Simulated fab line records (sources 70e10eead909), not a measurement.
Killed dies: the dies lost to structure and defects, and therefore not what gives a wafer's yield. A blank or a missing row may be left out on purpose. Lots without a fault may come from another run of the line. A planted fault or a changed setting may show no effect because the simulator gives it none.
fab line records | flow nandHarc
[record] lots = 24 wafers = 72 lastDay = 29
route steps=1159 shown A_CONTACT@935 A_BLC@977
lots that met no fault: from a run of the same line without faults
startH: the number of hours between the record's first day and the start of the first shown wafer of the lot | waitH: time in hours since the lot's previous step | " the same as in the row above | L1.1+2: a row that stands for several wafers | - value missing, or start not given | * or withheld: withheld | < > ~ a bound
route shown NAME@n: NAME is a module with steps in the file, n the number in the route of the first one | usual: mean/standard deviation taken from wafers without a fault | same: alike in all rows | chamber/n: place in a boat | sites: readings site by site | _std_site: their standard deviation | _edge_site: outer sites' mean less inner sites' | radiusMm: how far each site lies from the wafer's centre | mask NAME#n: copy n | behind: the most recent tool/chamber to have shaped the wafer | hold: reason for holding the lot/hours on hold/outcome of the hold | device: the transistor (n, p or np) that didn't switch | end of line: the route-end tests of the same wafers | for a step that has no rows: nothing shown but its recipe | killed: not the wafer's yield, but the dies lost to structure and defects at the first sort | map: shows each die of a wafer: x if killed, . if not, _ if none is there
set.NAME: the setting the step ran with; set.NAME@STEP: the setting that earlier step ran with | model.NAME: the simulator's own value behind a step, which no gauge read
route steps across a sampled set of lots; one table per step, one row per wafer
services: the hour from which a tool's chamber was out of use, counted from the record's first day as startH (under 0 if before that day), plus the number of hours and why
[[steps]]
[step NHARC_A_CONTACT_CD_MEAS_08]
[recipe] targetCdNm = 100 landingEnergyEv = 500
[usual] cdNm = 99.8/0.53
// columns lot.wafer tool chamber startH waitH cdNm
L077.1 cdSem-01 0 463.52 - 100.1
L077.4 " 0 " " 99.8
L077.6 " 0 " " 99.5
L078.1 cdSem-03 0 466.15 - 99.2
L078.3 " 0 " " 99.6
L078.6 " 0 " " 100.4
L074.1 cdSem-03 0 472.57 - 100.2
L074.5 " 0 " " 99.5
L074.6 " 0 " " 99.3
L076.1 cdSem-02 0 473.37 - 99.6
L076.2 " 0 " " 99.1
L076.6 " 0 " " 99.4
L075.1 cdSem-01 0 479.10 - 100.0
L075.2 " 0 " " 99.5
L075.5 " 0 " " 99.6
L082.1 cdSem-03 0 486.17 - 100.6
L082.2 " 0 " " 100.4
L082.5 " 0 " " 100.4
L080.4 cdSem-02 0 487.68 - 99.3
L080.5 " 0 " " 99.1
L080.6 " 0 " " 99.2
L079.4 cdSem-03 0 493.02 - 100.6
L079.5 " 0 " " 99.6
L079.6 " 0 " " 100.2
L081.2 cdSem-01 0 493.70 - 99.4
L081.3 " 0 " " 99.4
L081.6 " 0 " " 99.5
L084.2 cdSem-03 0 496.68 - 99.9
L084.4 " 0 " " 100.0
L084.5 " 0 " " 99.5
L083.2 cdSem-01 0 499.53 - 100.4
L083.3 " 0 " " 100.8
L083.5 " 0 " " 100.4
L087.1 cdSem-02 0 508.34 - 99.6
L087.2 " 0 " " 99.3
L087.6 " 0 " " 98.5
L088.1 cdSem-02 0 524.64 - 100.1
L088.2 " 0 " " 100.4
L088.4 " 0 " " 100.3
L085.1 cdSem-03 0 526.03 - 100.5
L085.2 " 0 " " 100.4
L085.6 " 0 " " 100.0
L089.2 cdSem-02 0 527.16 - 100.9
L089.4 " 0 " " 99.5
L089.5 " 0 " " 100.0
L093.1 cdSem-01 0 534.49 - 100.6
L093.2 " 0 " " 100.7
L093.6 " 0 " " 100.3
L091.4 cdSem-02 0 540.81 - 100.1
L091.5 " 0 " " 100.0
L091.6 " 0 " " 100.3
L092.1 cdSem-03 0 541.44 - 100.3
L092.2 " 0 " " 99.4
L092.6 " 0 " " 99.9
L095.2 cdSem-03 0 542.06 - 100.0
L095.4 " 0 " " 100.3
L095.5 " 0 " " 100.4
L094.1 cdSem-02 0 544.57 - 100.3
L094.3 " 0 " " 99.2
L094.6 " 0 " " 100.2
L090.1 cdSem-02 0 545.78 - 100.3
L090.2 " 0 " " 99.9
L090.6 " 0 " " 99.8
L086.1 cdSem-01 0 556.95 - 99.7
L086.3 " 0 " " 99.5
L086.5 " 0 " " 99.7
L097.1 cdSem-01 0 565.86 - 98.9
L097.2 " 0 " " 99.7
L097.6 " 0 " " 99.3
L096.1 cdSem-01 0 570.56 - 99.2
L096.4 " 0 " " 99.5
L096.5 " 0 " " 99.7
[step NHARC_A_CONTACT_ETCH_136]
[recipe] sourceW = withheld pressureMtorr = 20 biasV = 3000 timeS = 132 targetDepthA = 12870 arFlowSccm = withheld c4f8FlowSccm = withheld o2FlowSccm = withheld chemistry = C4F8/O2/Ar
// columns lot.wafer tool chamber startH waitH rfHoursCounterH
L077.1 harCapEtch-02 1 465.05 0.1 15
L077.4 " 0 " " -
L077.6 " 0 " " -
L078.1 harCapEtch-03 0 469.05 0.1 86
L078.3 " 0 " " -
L078.6 " 1 " " -
L074.1 harCapEtch-03 0 474.41 0.1 88
L074.5 " 0 " " -
L074.6 " 1 " " -
L076.2 harCapEtch-03 1 475.33 0.1 89
L076.1 " 0 " " 89
L076.6 " 1 " " -
L075.2 harCapEtch-01 1 480.61 0.1 65
L075.1 " 0 " " 65
L075.5 " 1 " " -
L082.2 harCapEtch-03 0 487.72 0.1 92
L082.1 " 1 " " 92
L082.5 " 1 " " -
L080.4 harCapEtch-02 1 489.30 0.1 -
L080.6 " 1 " " -
L080.5 " 0 " " -
L079.4 harCapEtch-02 1 494.60 0.1 -
L079.6 " 0 " " -
L079.5 " 1 " " -
L081.2 harCapEtch-01 1 495.40 0.1 68
L081.3 " 0 " " -
L081.6 " 1 " " -
L084.2 harCapEtch-01 0 498.20 0.1 69
L084.4 " 1 " " -
L084.5 " 0 " " -
L083.2 harCapEtch-02 1 501.10 0.1 25
L083.3 " 0 " " -
L083.5 " 0 " " -
L087.1 harCapEtch-03 1 509.84 0.1 95
L087.2 " 0 " " 95
L087.6 " 0 " " -
L088.1 harCapEtch-02 0 527.35 0.1 29
L088.2 " 1 " " 29
L088.4 " 0 " " -
L085.1 harCapEtch-01 0 527.66 0.1 75
L085.2 " 1 " " 75
L085.6 " 1 " " -
L089.2 harCapEtch-02 1 528.75 0.1 30
L089.4 " 0 " " -
L089.5 " 1 " " -
L093.2 harCapEtch-03 1 535.99 0.1 102
L093.1 " 0 " " 102
L093.6 " 1 " " -
L091.4 harCapEtch-01 0 542.34 0.1 -
L091.6 " 0 " " -
L091.5 " 1 " " -
L092.1 harCapEtch-02 1 543.09 0.1 35
L092.2 " 0 " " 35
L092.6 " 0 " " -
L095.2 harCapEtch-03 1 543.73 0.1 104
L095.4 " 0 " " -
L095.5 " 0 " " -
L094.1 harCapEtch-01 1 546.07 0.1 80
L094.3 " 1 " " -
L094.6 " 1 " " -
L090.1 harCapEtch-02 0 547.80 0.1 35
L090.2 " 1 " " 35
L090.6 " 0 " " -
L086.1 harCapEtch-02 0 558.47 0.1 39
L086.3 " 0 " " -
L086.5 " 1 " " -
L097.2 harCapEtch-03 1 567.36 0.1 2
L097.1 " 0 " " 2
L097.6 " 1 " " -
L096.1 harCapEtch-02 0 572.25 0.1 42
L096.4 " 1 " " -
L096.5 " 0 " " -
[step NHARC_A_CONTACT_ETCH_138]
[recipe] sourceW = withheld pressureMtorr = 20 biasV = 3000 timeS = 132 targetDepthA = 12890 arFlowSccm = withheld c4f8FlowSccm = withheld o2FlowSccm = withheld chemistry = C4F8/O2/Ar
// columns lot.wafer tool chamber startH waitH rfHoursCounterH
L077.1 harCapEtch-02 1 465.29 0.1 15
L077.4 " 0 " " -
L077.6 " 0 " " -
L078.1 harCapEtch-03 0 469.30 0.1 86
L078.3 " 0 " " -
L078.6 " 1 " " -
L074.1 harCapEtch-03 0 474.66 0.1 88
L074.5 " 0 " " -
L074.6 " 1 " " -
L076.2 harCapEtch-03 1 475.58 0.1 89
L076.1 " 0 " " 89
L076.6 " 1 " " -
L075.2 harCapEtch-01 1 480.86 0.1 65
L075.1 " 0 " " 65
L075.5 " 1 " " -
L082.2 harCapEtch-03 0 487.96 0.1 92
L082.1 " 1 " " 92
L082.5 " 1 " " -
L080.4 harCapEtch-02 1 489.54 0.1 -
L080.6 " 1 " " -
L080.5 " 0 " " -
L079.4 harCapEtch-02 1 494.84 0.1 -
L079.6 " 0 " " -
L079.5 " 1 " " -
L081.2 harCapEtch-01 1 495.65 0.1 68
L081.3 " 0 " " -
L081.6 " 1 " " -
L084.2 harCapEtch-01 0 498.44 0.1 69
L084.4 " 1 " " -
L084.5 " 0 " " -
L083.2 harCapEtch-02 1 501.34 0.1 25
L083.3 " 0 " " -
L083.5 " 0 " " -
L087.1 harCapEtch-03 1 510.08 0.1 95
L087.2 " 0 " " 95
L087.6 " 0 " " -
L088.1 harCapEtch-02 0 527.60 0.1 30
L088.2 " 1 " " 30
L088.4 " 0 " " -
L085.1 harCapEtch-01 0 527.90 0.1 75
L085.2 " 1 " " 75
L085.6 " 1 " " -
L089.2 harCapEtch-02 1 529.00 0.1 30
L089.4 " 0 " " -
L089.5 " 1 " " -
L093.2 harCapEtch-03 1 536.24 0.1 102
L093.1 " 0 " " 102
L093.6 " 1 " " -
L091.4 harCapEtch-01 0 542.59 0.1 -
L091.6 " 0 " " -
L091.5 " 1 " " -
L092.1 harCapEtch-02 1 543.33 0.1 35
L092.2 " 0 " " 35
L092.6 " 0 " " -
L095.2 harCapEtch-03 1 543.98 0.1 104
L095.4 " 0 " " -
L095.5 " 0 " " -
L094.1 harCapEtch-01 1 546.32 0.1 80
L094.3 " 1 " " -
L094.6 " 1 " " -
L090.1 harCapEtch-02 0 548.04 0.1 36
L090.2 " 1 " " 36
L090.6 " 0 " " -
L086.1 harCapEtch-02 0 558.72 0.1 39
L086.3 " 0 " " -
L086.5 " 1 " " -
L097.2 harCapEtch-03 1 567.61 0.1 2
L097.1 " 0 " " 2
L097.6 " 1 " " -
L096.1 harCapEtch-02 0 572.49 0.1 43
L096.4 " 1 " " -
L096.5 " 0 " " -
[step NHARC_A_CONTACT_STRIP_26]
[recipe] o2FlowSccm = 500 arFlowSccm = 0 biasW = 0 chemistry = O2
[usual] drypumpMotorCurrentA = 5.8/0.59 oesProductAu = 0.996/0.0084 rfVppV = 57.8/0.94 showerheadPlenumPTorr = 3.53/0.14 throttleValvePct = 17.037/0.009
// columns lot.wafer tool chamber startH waitH drypumpMotorCurrentA oesProductAu rfHoursCounterH rfVppV showerheadPlenumPTorr throttleValvePct
L077.4 rieDiel-05 0 - - 5.2 0.990 55 55.9 3.51 17.028
L077.1 " 1 " " 6.1 0.998 47 57.7 3.43 17.030
L077.6 " 2 " " 6.5 0.990 - 59.0 3.63 17.015
L078.1 rieDiel-06 3 - - 5.9 0.996 11 58.9 3.67 17.049
L078.3 " 1 " " 5.0 1.006 11 59.4 3.74 17.041
L078.6 " 2 " " 5.3 1.011 - 56.2 3.33 17.061
L074.1 rieDiel-06 0 - - 6.7 0.989 14 57.3 3.59 17.050
L074.6 " 2 " " 5.3 1.002 - 56.9 3.33 17.040
L074.5 " 3 " " 5.9 0.994 - 57.5 3.67 17.038
L076.2 rieDiel-04 0 - - 6.4 1.015 1 56.8 3.37 17.040
L076.1 " 2 " " 6.4 1.003 1 59.0 3.54 17.046
L076.6 " 3 " " 5.1 1.007 - 60.4 3.74 17.043
L075.1 rieDiel-05 0 - - 5.3 0.998 64 56.1 3.51 17.026
L075.2 " 2 " " 6.4 0.997 59 58.6 3.62 17.043
L075.5 " 3 " " 5.5 0.997 - 58.0 3.36 17.019
L082.2 rieDiel-05 1 - - 6.1 1.006 56 56.3 3.43 17.037
L082.1 " 3 " " 5.5 0.995 60 56.6 3.36 17.040
L082.5 " 1 " " 6.1 1.016 - 57.1 3.43 17.043
L080.4 rieDiel-04 1 - - 5.4 0.998 6 57.4 3.55 17.037
L080.6 " 1 " " 5.4 1.004 - 59.7 3.55 17.029
L080.5 " 2 " " 6.4 0.996 - 57.1 3.53 17.051
L079.4 rieDiel-05 0 - - 5.3 0.995 68 58.9 3.50 17.033
L079.6 " 0 " " 5.3 0.985 - 58.6 3.50 17.042
L079.5 " 1 " " 6.1 0.996 - 57.1 3.43 17.033
L081.3 rieDiel-05 1 - - 6.1 1.004 59 59.0 3.43 17.017
L081.2 " 3 " " 5.5 0.999 62 57.5 3.35 17.039
L081.6 " 1 " " 6.1 1.003 - 57.1 3.43 17.038
L084.4 rieDiel-06 1 - - 5.0 1.006 18 57.5 3.73 17.034
L084.2 " 3 " " 5.9 0.997 17 57.5 3.67 17.037
L084.5 " 1 " " 5.0 0.995 - 57.7 3.73 17.030
L083.3 rieDiel-06 3 - - 5.9 0.994 18 57.1 3.67 17.051
L083.2 " 0 " " 6.7 0.996 18 57.7 3.59 17.031
L083.5 " 1 " " 5.0 0.997 - 57.7 3.73 17.041
L087.2 rieDiel-04 0 - - 6.4 0.996 11 56.0 3.36 17.019
L087.1 " 3 " " 5.1 1.002 12 58.6 3.73 17.037
L087.6 " 1 " " 5.4 0.995 - 57.4 3.54 17.050
L088.1 rieDiel-06 2 - - 5.3 1.002 23 58.2 3.32 17.028
L088.4 " 3 " " 5.9 0.988 24 59.1 3.66 17.028
L088.2 " 0 " " 6.7 1.001 25 58.3 3.58 17.038
L085.1 rieDiel-05 2 - - 6.5 0.994 1 58.9 3.62 17.053
L085.2 " 3 " " 5.5 0.978 1 57.4 3.35 17.028
L085.6 " 2 " " 6.5 0.999 - 59.2 3.62 17.034
L089.2 rieDiel-05 2 - - 6.5 0.998 1 57.6 3.62 17.035
L089.4 " 3 " " 5.5 0.984 1 56.9 3.35 17.031
L089.5 " 1 " " 6.1 0.978 - 57.0 3.42 17.041
L093.2 rieDiel-04 3 - - 5.1 0.999 25 58.3 3.73 17.047
L093.1 " 1 " " 5.4 0.995 25 57.8 3.54 17.031
L093.6 " 3 " " 5.1 1.006 - 59.0 3.73 17.043
L091.4 rieDiel-06 1 - - 5.0 0.993 27 59.9 3.73 17.037
L091.5 " 2 " " 5.3 1.009 - 56.7 3.32 17.032
L091.6 " 3 " " 5.8 0.995 - 57.1 3.66 17.038
L092.1 rieDiel-06 2 - - 5.3 1.003 26 56.6 3.32 17.035
L092.2 " 3 " " 5.9 1.007 27 57.6 3.66 17.045
L092.6 " 0 " " 6.7 0.995 - 58.1 3.58 17.041
L095.4 rieDiel-05 1 - - 6.1 0.974 6 57.6 3.42 17.033
L095.2 " 3 " " 5.5 0.992 8 58.1 3.35 17.038
L095.5 " 2 " " 6.5 0.985 - 57.3 3.61 17.031
L094.1 rieDiel-06 1 - - 5.0 0.977 27 58.4 3.73 17.053
L094.3 " 2 " " 5.3 1.005 27 56.1 3.32 17.033
L094.6 " 2 " " 5.3 1.009 - 58.6 3.32 17.050
L090.1 rieDiel-06 0 - - 6.7 0.998 28 58.1 3.58 17.041
L090.2 " 3 " " 5.9 0.981 28 56.9 3.66 17.049
L090.6 " 0 " " 6.7 0.984 - 57.6 3.58 17.034
L086.3 rieDiel-06 1 - - 5.0 0.994 30 59.7 3.73 17.025
L086.1 " 3 " " 5.9 0.990 30 59.2 3.66 17.049
L086.5 " 1 " " 5.0 0.980 - 57.0 3.73 17.035
L097.2 rieDiel-05 3 - - 5.6 0.987 19 56.3 3.34 17.039
L097.1 " 2 " " 6.5 0.994 17 60.1 3.61 17.025
L097.6 " 2 " " 6.5 0.994 - 56.9 3.61 17.044
L096.4 rieDiel-04 0 - - 6.4 1.015 36 59.0 3.35 17.035
L096.1 " 1 " " 5.4 0.997 39 58.9 3.53 17.041
L096.5 " 3 " " 5.1 1.008 - 58.4 3.72 17.037
[step NHARC_A_BLC_DESCUM_15]
[recipe] timeS = 3 o2FlowSccm = 200 arFlowSccm = 0 biasPowerW = 0 chemistry = O2
[usual] drypumpMotorCurrentA = 5.8/0.37 oesProductAu = 1.003/0.01 rfVppV = 57.8/0.99 showerheadPlenumPTorr = 1.93/0.086 throttleValvePct = 11.311/0.0098
// columns lot.wafer tool chamber startH waitH drypumpMotorCurrentA oesProductAu rfHoursCounterH rfVppV showerheadPlenumPTorr throttleValvePct
L077.1 rieDiel-11 2 494.46 0.1 5.8 0.980 46 57.8 1.77 11.306
L077.4 " 0 " " 6.1 1.008 45 56.6 2.04 11.321
L077.6 " 3 " " 5.3 0.979 - 59.4 1.93 11.298
L078.3 rieDiel-01 2 501.73 0.1 6.0 1.021 0 58.7 2.03 11.319
L078.1 " 0 " " 6.0 0.999 0 58.2 1.94 11.309
L078.6 " 2 " " 6.0 1.017 - 57.8 2.03 11.302
L074.1 rieDiel-12 3 506.77 0.1 5.9 1.002 11 57.8 2.05 11.326
L074.5 " 3 " " 5.9 1.001 - 59.8 2.05 11.320
L074.6 " 0 " " 5.4 1.015 - 56.1 1.86 11.320
L076.2 rieDiel-01 1 507.51 0.1 6.4 0.989 0 57.8 1.83 11.313
L076.1 " 2 " " 6.0 0.998 0 57.7 2.03 11.310
L076.6 " 0 " " 6.0 1.004 - 58.9 1.94 11.302
L075.2 rieDiel-12 1 509.56 0.1 6.4 0.993 12 57.0 1.96 11.331
L075.1 " 2 " " 5.3 1.008 9 57.3 1.84 11.324
L075.5 " 0 " " 5.4 1.004 - 57.0 1.86 11.322
L082.2 rieDiel-11 0 511.34 0.1 6.1 1.006 52 56.0 2.04 11.306
L082.1 " 2 " " 5.9 0.996 53 56.3 1.76 11.313
L082.5 " 0 " " 6.1 0.995 - 56.3 2.04 11.312
L080.4 rieDiel-12 0 518.14 0.1 5.4 1.014 13 57.9 1.86 11.303
L080.6 " 2 " " 5.3 1.005 - 57.0 1.83 11.329
L080.5 " 3 " " 5.9 1.010 - 59.9 2.05 11.317
L079.4 rieDiel-11 3 524.81 0.1 5.3 0.977 54 58.5 1.93 11.326
L079.6 " 2 " " 5.9 0.987 - 55.6 1.76 11.345
L079.5 " 3 " " 5.3 0.984 - 58.7 1.93 11.305
L081.3 rieDiel-01 1 525.53 0.1 6.4 0.990 3 57.3 1.83 11.300
L081.2 " 2 " " 6.0 1.009 2 57.3 2.03 11.327
L081.6 " 3 " " 5.7 1.006 - 57.3 1.89 11.320
L084.2 rieDiel-01 1 525.68 0.1 6.4 1.001 3 57.4 1.83 11.291
L084.4 " 2 " " 6.0 1.015 2 58.9 2.03 11.309
L084.5 " 1 " " 6.4 0.998 - 57.8 1.83 11.310
L083.2 rieDiel-12 0 531.98 0.1 5.4 1.012 15 56.5 1.86 11.305
L083.3 " 1 " " 6.3 1.000 15 58.0 1.95 11.309
L083.5 " 0 " " 5.4 1.015 - 57.3 1.86 11.302
L087.2 rieDiel-12 2 537.02 0.1 5.3 1.004 13 57.9 1.83 11.321
L087.1 " 3 " " 5.9 1.004 16 58.3 2.05 11.310
L087.6 " 2 " " 5.3 1.002 - 56.9 1.83 11.307
L088.4 rieDiel-12 2 549.95 0.1 5.3 1.003 14 57.8 1.83 11.310
L088.1 " 3 " " 5.9 0.995 17 58.5 2.05 11.303
L088.2 " 0 " " 5.4 1.022 17 58.9 1.85 11.296
L085.1 rieDiel-01 0 550.19 0.1 6.0 1.013 5 57.7 1.94 11.316
L085.2 " 1 " " 6.4 0.998 5 57.3 1.83 11.324
L085.6 " 3 " " 5.7 1.004 - 57.5 1.89 11.326
L089.2 rieDiel-12 3 550.75 0.1 5.9 1.012 17 58.3 2.05 11.297
L089.4 " 2 " " 5.3 1.006 14 57.7 1.83 11.317
L089.5 " 0 " " 5.4 1.016 - 56.9 1.86 11.307
L093.2 rieDiel-12 2 554.83 0.1 5.3 1.008 15 55.7 1.83 11.304
L093.1 " 0 " " 5.4 1.017 17 56.8 1.85 11.311
L093.6 " 1 " " 6.4 1.001 - 56.3 1.95 11.308
L091.4 rieDiel-12 1 555.99 0.1 6.3 1.003 18 57.8 1.95 11.308
L091.6 " 1 " " 6.3 1.001 - 56.7 1.95 11.315
L091.5 " 2 " " 5.3 1.007 - 57.7 1.83 11.318
L092.2 rieDiel-11 0 556.75 0.1 6.0 1.006 1 59.9 2.03 11.305
L092.1 " 1 " " 5.8 0.999 1 58.2 1.95 11.316
L092.6 " 3 " " 5.3 1.005 - 58.3 1.92 11.301
L095.2 rieDiel-01 1 561.39 0.1 6.4 1.002 7 57.4 1.83 11.314
L095.4 " 2 " " 6.0 1.015 6 59.0 2.03 11.322
L095.5 " 2 " " 6.0 1.023 - 58.5 2.03 11.310
L094.3 rieDiel-12 3 566.50 0.1 5.9 0.998 0 59.9 2.05 11.316
L094.1 " 0 " " 5.4 1.020 0 56.1 1.85 11.295
L094.6 " 2 " " 5.2 1.009 - 57.1 1.83 11.317
L090.2 rieDiel-01 2 567.19 0.1 6.0 1.007 7 58.4 2.03 11.312
L090.1 " 3 " " 5.7 1.001 8 59.2 1.89 11.299
L090.6 " 2 " " 6.0 1.011 - 58.3 2.02 11.300
L086.1 rieDiel-01 2 582.14 0.1 6.0 1.014 9 59.3 2.02 11.314
L086.3 " 0 " " 6.0 1.019 9 58.6 1.94 11.285
L086.5 " 3 " " 5.7 1.004 - 57.0 1.89 11.306
L097.1 rieDiel-01 1 593.18 0.1 6.4 0.993 10 56.6 1.83 11.309
L097.2 " 2 " " 6.0 1.026 9 58.5 2.02 11.303
L097.6 " 1 " " 6.4 0.993 - 59.2 1.83 11.310
L096.1 rieDiel-12 0 597.30 0.1 5.4 0.996 4 55.6 1.85 11.331
L096.4 " 1 " " 6.4 0.997 4 58.4 1.95 11.309
L096.5 " 2 " " 5.3 0.999 - 57.4 1.83 11.311
[step NHARC_A_BLC_ALD_23]
[recipe] targetThkA = 30 pulseTimeS = 1 aldCycles = 150 tempC = 450 material = TiN
[usual] heaterPowerW = 1059/100 precursorPulseHeightRel = 0.998/0.018 susceptorTempC = 450.02/0.23
// columns lot.wafer tool chamber startH waitH heaterPowerW precursorPulseHeightRel susceptorTempC
L077.4 aldMetal-04 1 496.62 - 1067 0.995 -
L077.1 " 3 " " 1135 1.007 -
L077.6 " 1 " " 1066 1.005 -
L078.1 aldMetal-02 3 503.55 - 1300 1.043 450.14
L078.3 " 2 " " 893 1.008 450.25
L078.6 " 0 " " 984 1.001 450.17
L074.1 aldMetal-04 0 508.58 - 981 0.973 450.10
L074.6 " 0 " " 954 1.002 450.33
L074.5 " 1 " " 1049 1.002 450.06
L076.1 aldMetal-02 0 509.35 - 978 0.970 449.95
L076.2 " 1 " " 1107 1.010 449.89
L076.6 " 3 " " 1303 0.981 449.94
L075.1 aldMetal-04 3 511.39 - 1132 0.991 450.24
L075.2 " 2 " " 1111 1.017 450.30
L075.5 " 3 " " 1123 0.991 450.19
L082.2 aldMetal-02 0 513.35 - 971 0.970 449.99
L082.1 " 2 " " 909 0.999 449.68
L082.5 " 0 " " 992 1.002 449.69
L080.4 aldMetal-02 3 520.01 - 1249 1.001 450.34
L080.6 " 0 " " 1004 0.967 450.28
L080.5 " 1 " " 1067 0.996 449.91
L079.4 aldMetal-02 0 526.78 - 1009 0.991 450.19
L079.5 " 1 " " 1114 0.985 450.04
L079.6 " 2 " " 919 0.990 449.59
L081.2 aldMetal-04 0 527.65 - 1001 1.001 449.84
L081.3 " 1 " " 1066 0.995 450.00
L081.6 " 0 " " 975 1.016 449.59
L084.2 aldMetal-03 2 527.79 - 1066 1.012 449.81
L084.4 " 1 " " 1185 0.989 449.89
L084.5 " 3 " " 1050 1.013 449.84
L083.2 aldMetal-03 1 533.81 - 1155 1.005 449.87
L083.3 " 3 " " 1085 0.959 450.65
L083.5 " 1 " " 1164 0.990 449.86
L087.1 aldMetal-03 3 539.08 - 1062 0.991 449.97
L087.2 " 0 " " 916 1.006 450.12
L087.6 " 1 " " 1197 1.007 450.35
L088.2 aldMetal-03 3 552.04 - 1057 1.009 450.19
L088.1 " 0 " " 934 0.983 450.29
L088.4 " 1 " " 1161 0.995 450.22
L085.1 aldMetal-02 0 552.41 - 947 0.993 450.39
L085.2 " 2 " " 910 1.018 450.30
L085.6 " 3 " " 1175 1.010 450.15
L089.2 aldMetal-03 3 552.72 - 1047 1.036 450.19
L089.4 " 0 " " 902 1.016 450.28
L089.5 " 3 " " 1091 1.002 450.09
L093.1 aldMetal-02 3 556.65 - 1210 1.025 450.10
L093.2 " 1 " " 1072 1.008 450.36
L093.6 " 0 " " 961 1.003 449.88
L091.4 aldMetal-03 2 557.89 - 1072 0.975 450.26
L091.5 " 3 " " 1058 1.005 450.44
L091.6 " 0 " " 931 0.985 450.26
L092.1 aldMetal-04 0 558.57 - 975 1.012 450.07
L092.2 " 1 " " 1067 0.985 450.00
L092.6 " 0 " " 985 1.011 450.47
L095.2 aldMetal-03 1 563.29 - 1179 0.969 450.04
L095.4 " 2 " " 1058 0.980 449.99
L095.5 " 1 " " 1213 0.977 450.06
L094.3 aldMetal-02 0 568.31 - 961 0.997 450.06
L094.1 " 2 " " 919 0.978 450.09
L094.6 " 3 " " 1178 0.988 449.44
L090.1 aldMetal-03 2 569.04 - 1075 0.999 449.62
L090.2 " 3 " " 1032 0.997 450.38
L090.6 " 1 " " 1160 1.015 449.88
L086.3 aldMetal-04 3 584.01 0.1 1128 0.996 449.87
L086.1 " 2 " " 1153 0.968 450.36
L086.5 " 3 " " 1134 0.970 449.87
L097.1 aldMetal-04 3 595.10 - 1081 0.993 450.02
L097.2 " 0 " " 920 1.015 450.03
L097.6 " 1 " " 1103 1.014 449.73
L096.4 aldMetal-02 3 599.13 - 1195 1.002 449.75
L096.1 " 0 " " 941 1.017 449.47
L096.5 " 2 " " 884 0.971 450.24
[[services]]
// columns tool chamber startH hours kind
rieDiel-05 3 449.53 12.9 repair
rieDiel-12 2 457.10 25.5 repair
harCapEtch-01 - 467.90 0.2 repair
aldMetal-02 0 471.47 6.4 repair
rieDiel-12 3 480.16 3.8 repair
rieDiel-05 1 481.75 4.3 repair
rieDiel-01 - 491.80 9.0 pm
aldMetal-02 3 494.00 5.8 repair
aldMetal-03 - 500.00 10.0 pm
aldMetal-02 - 512.06 1.1 repair
rieDiel-05 - 518.18 9.0 pm
rieDiel-12 0 534.48 11.5 repair
rieDiel-01 2 535.56 1.7 repair
aldMetal-02 - 542.00 10.0 pm
harCapEtch-03 - 545.00 17.0 pm
rieDiel-12 - 556.44 9.0 pm
rieDiel-05 1 567.24 5.5 repair
rieDiel-06 1 574.00 25.0 repair
aldMetal-03 1 577.11 10.9 repair
rieDiel-12 - 577.78 0.4 repair
rieDiel-06 - 579.84 0.8 repair
rieDiel-05 1 581.50 1.8 repair
rieDiel-12 3 589.41 4.0 repair
rieDiel-06 - 595.70 9.0 pm
[[key]]
fault none
